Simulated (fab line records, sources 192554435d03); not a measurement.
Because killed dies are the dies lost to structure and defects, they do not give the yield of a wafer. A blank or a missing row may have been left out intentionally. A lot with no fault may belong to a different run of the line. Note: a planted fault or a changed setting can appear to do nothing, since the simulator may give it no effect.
Which of the tools did it? | flow n5-finfet | at 1 step of a route of 1938, 18 lots with 54 wafers sampled

## WHAT THE GAUGES SHOWED, per wafer
N5_BEOL_M10_OVL_MEAS_12.
lot  | measured     | on         | M10_OVL (nm)
L074 | day 9 22:19  | overlay-01 | -1.1 -1.6 -1.8
L076 | day 10 18:23 | overlay-01 | -1.0 -1.0 -0.2
L078 | day 11 11:44 | overlay-02 | -0.5 0.0 -2.2
L080 | day 11 16:06 | overlay-02 | -0.6 -0.7 -1.8
L081 | day 12 01:21 | overlay-01 | -1.5 -1.1 -0.3
L082 | day 12 10:22 | overlay-01 | -1.8 -1.3 -2.1
L083 | day 12 19:22 | overlay-02 | -0.5 0.2 0.1
L084 | day 13 04:47 | overlay-02 | -0.9 -1.0 0.7
L086 | day 13 05:21 | overlay-02 | -0.7 -1.2 0.5
L088 | day 13 15:44 | overlay-02 | -1.7 -0.2 -0.3
L087 | day 13 15:53 | overlay-02 | 0.3 0.0 -1.5
L089 | day 14 07:22 | overlay-02 | -1.6 -1.1 -0.4
L090 | day 14 09:26 | overlay-02 | 0.7 -0.2 -0.6
L092 | day 14 17:45 | overlay-01 | -0.3 -0.2 -0.6
L093 | day 15 01:04 | overlay-01 | -1.3 -1.0 -0.4
L094 | day 15 04:23 | overlay-02 | 0.1 -0.5 -0.4
L096 | day 15 18:23 | overlay-01 | 0.2 -0.1 -0.7
L097 | day 16 03:34 | overlay-01 | -0.4 -0.2 -0.8

## WHAT TOOL EACH LOT RAN ON (gives the tool, then ch and the chambers of the sampled wafers, and finally the start)
Before these readings, the record contains no process step.

## AS READ BY THE TOOLS THEMSELVES (means over the sampled wafers that have a number; for cases with no such wafer, the mark the record gives instead)
The record holds no such reading with a usual standard deviation.

## THE ANSWER, worked out from the rows above alone
Rule: the usual values come from the lots themselves. The widest of any qualifying gaps counts: lots, ordered by their means at a reading, are off when they make up no more than a third of the lots, leave a main group of 4 or more, and stand apart from it by 3 or more times the standard deviation of that group's means. If all means in a main group match to the digits the tables above print for the reading, that group is not used. A lot without any number at a reading at which 4 lots or more have one is off too. Any other lot the step has rows for is counted as sound. After the gauges, taken in route order, come the tools' own readings; for these a lot's mean is taken, as printed above. The first step at which some lot is off is used, and at that step the reading that is off furthest; a lot without a number counts as furthest.
No lot is off at any reading shown: from this, nothing can be told.

## WHAT HAD BEEN PUT IN BY THE SIMULATOR
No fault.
